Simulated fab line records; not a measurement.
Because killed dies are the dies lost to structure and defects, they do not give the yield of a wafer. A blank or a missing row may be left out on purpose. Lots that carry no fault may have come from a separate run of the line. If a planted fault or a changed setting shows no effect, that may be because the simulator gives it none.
Struck lot and sound lot, side by side | flow n5Finfet | 14 out of 1938 route steps
Sound: these wafers, L665.1, L665.3, L665.6. Wafers L657.4, L657.5, L657.6 were the ones struck. The cause is named last.
Each step with rows lists, per side, the tool, then ch with its chambers, then its first start. Under that, the readings that differ: sound wafers | struck wafers | difference of the means | sigmas: that difference in standard deviations of wafers without a fault.
alike: readings with means less than 2 such deviations apart, plus words and numbers identical on both sides. not compared: withheld readings, readings lacking a value on some wafer, bounds such as >300 that could conceal the same value, and numbers that have no deviation in the record and whose values overlap.
Wherever a step has rows on one side only, a row that says differs or no value, or a row with sigmas, the two part there. Numbers that have no deviation but don't overlap get no sigmas and don't part them. A reading missing from all wafers of one side parts the sides only when that side holds two or more wafers.

first, 1 step without rows for these wafers: N5_MIM_TOP_LITHO_HARDBAKE_09 (time 120 s).
N5_MIM_TOP_LITHO_CD_MEAS_08: target cd 2000 nm.
  sound on cdSem-01 ch 0, day 17 22:14; struck on cdSem-02 ch 0, day 16 03:36
reading   | sound                | struck               | difference | sigmas
cdNm (nm) | 2001.6 2002.8 1998.6 | 1995.3 1998.0 1997.4 | -4.1       | -2
N5_MIM_TOP_LITHO_OVL_MEAS_11:
  sound on overlay-01 ch 0, day 17 22:16; struck on overlay-01 ch 0, day 16 03:38
  alike: MIM_TOP_OVL
N5_MIM_TOP_LITHO_INSPECT_12: inspects for defects (macro).
  sound on defectInspect-01 at day 17 22:17; struck on defectInspect-02 at day 16 03:40
  alike: rawDefectCount
N5_MIM_TOP_LITHO_DESCUM_10: chemistry O2, time 7.9 s.
  sound on rieDiel-05 ch 1,2,3, day 17 22:20; struck on rieDiel-06 ch 0,1,3, day 16 03:47
  alike: chamberPressureMTorr, drypumpMotorCurrentA, oesProductAu, rfVppV, showerheadPlenumPTorr, throttleValvePct
  not compared: rfHoursCounterH
N5_MIM_TOP_ETCH_ETCH_00: etches TiN in Cl2/BCl3, target depth 38.5 nm.
  sound on rieMetal-03 ch 1, day 17 22:25; struck on rieMetal-02 ch 0,1, day 16 03:55
  alike: chamberPressureMTorr, drypumpMotorCurrentA, oes_ar_750_au, oesProductAu, throttleValvePct
  not compared: rfHoursCounterH
N5_MIM_TOP_ETCH_STRIP_01: strips in O2.
  sound on rieDiel-02 ch 1,2,3, day 17 22:33; struck on rieDiel-02 ch 2,3, day 16 04:01
  alike: chamberPressureMTorr, drypumpMotorCurrentA, oesProductAu, rfVppV, showerheadPlenumPTorr, throttleValvePct
  not compared: rfHoursCounterH
N5_MIM_TOP_ETCH_PECVD_03: deposits SiNx from SiH4/NH3/N2, target thk 20 nm, time 17.6 s.
  sound on pecvd-04 ch 1,2, day 17 22:37; struck on pecvd-04 ch 0,1,2, day 16 04:06
  alike: heaterPowerW, showerheadPlenumPTorr, throttleValvePct
then, 4 steps without rows for these wafers: N5_MIM_BOT_LITHO_HMDS_01 (time 60 s); N5_MIM_BOT_LITHO_COAT_02; N5_MIM_BOT_LITHO_EBR_04; N5_MIM_BOT_LITHO_SOFTBAKE_03 (time 90 s).
N5_MIM_BOT_LITHO_EXPOSE_05: exposes mask MIM BOT.
  sound on krfScanner-02 ch 0, day 17 22:48; struck on krfScanner-02, day 16 04:24
  no value came back on the struck wafers for exposureDoseMJCm2, focusOffsetNm (nm), na; on the sound wafers exposureDoseMJCm2 reads 24.273 24.260 24.256
  alike: mask
following that, these wafers have no rows for 1 step: N5_MIM_BOT_LITHO_PEB_06.

WHERE THEY PART
First at N5_MIM_TOP_LITHO_CD_MEAS_08; last, within this record, at N5_MIM_BOT_LITHO_EXPOSE_05.

WHY: the cause the simulator had injected
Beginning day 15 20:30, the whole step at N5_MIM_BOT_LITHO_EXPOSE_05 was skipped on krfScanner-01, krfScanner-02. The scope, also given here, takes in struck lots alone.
